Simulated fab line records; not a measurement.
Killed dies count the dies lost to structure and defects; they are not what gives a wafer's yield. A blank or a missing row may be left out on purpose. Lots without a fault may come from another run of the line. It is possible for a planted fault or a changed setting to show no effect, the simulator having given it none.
Code-filled problem report in 8D (eight disciplines) form ; flow n5_finfet ; the parts of the form that need people (team, actions taken, sign-off) are left out

1. WHAT IS WRONG
run_length_s at N5_BEOL_M5_CO_CAP_78 reads a mean of 81.0 s on 5 wafers of 3 lots; wafers without a fault read 125.0 s with a standard deviation of 0.74. That puts it -60 standard deviations away from the usual mean.
The step: material Co, precursor CCTBA/H2, target thk 2 nm, time 102.1 s.
First observed at day 11 07:03: wafer L587.4, on cvd_co-01. Wafers with a number at this step in the record: 33, from 12 lots. Rule for "out" (also "out of limits"): further than 4 standard deviations from the usual mean. All remaining wafers that have a number are taken as sound.

2. WHAT IT IS; WHAT IT IS NOT
question;is;is not
which readings at this step;run_length_s;heater_power_w
which lots;L586, L587, L590;L578, L579, L580, L581, L584, L594, L595, L599, L601
which wafers of those lots;L586.4, L586.6, L587.4, L590.4, L590.6;L587.2
read on which tools;cvd_co-01;cvd_co-02
when;from day 11 07:03;"up to then (16 sound wafers); but 12 sound wafers of L594, L595, L599, L601 came after"

3. SUSPECTS, AND WHAT RULES EACH OUT
Counting: a tool at a process step up to the reading stays a suspect if it ran every lot that is out. Sound lots after the first of them don't rule it out here, since some wafers of a struck lot are sound.
- cvd_co-01 at N5_BEOL_M5_CO_CAP_78 (material Co, precursor CCTBA/H2, target thk 2 nm, time 102.1 s): kept. Every lot that is out went through it, the first being L587 (day 11 07:03); the last sound lot it ran before that was L579 (day 9 05:41). Its own run_length_s readings are out on those wafers.
Left after counting: cvd_co-01 at N5_BEOL_M5_CO_CAP_78.

4. THE CAUSE (what the simulator had put in)
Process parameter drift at N5_BEOL_M5_CO_CAP_78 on cvd_co-01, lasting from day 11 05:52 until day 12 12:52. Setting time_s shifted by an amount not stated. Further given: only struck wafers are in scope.
After counting, this tool was the only one left.

5. SEQUENCE OF EFFECTS, ordered by route
Rows list readings where the struck wafers' mean (over those with a number) sits beyond 3 standard deviations from the usual. Scope: only readings with a usual standard deviation given in the record; hours: median across lots of the time from each lot's start at the first step in this table that gives one to its start at this step; sigmas: change in usual standard deviations.
hours;step;reading;usual;on struck wafers;change;sigmas
0;N5_BEOL_M5_CO_CAP_78;run_length_s;125.0 s;81.0;-44.0;-60
Process steps it contains:
- N5_BEOL_M5_CO_CAP_78: material Co, precursor CCTBA/H2, target thk 2 nm, time 102.1 s.

6. WHAT WOULD HAVE CAUGHT IT SOONER
In this record the first reading out of limits was taken at day 11 07:03, 1 hour after the fault began at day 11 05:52.
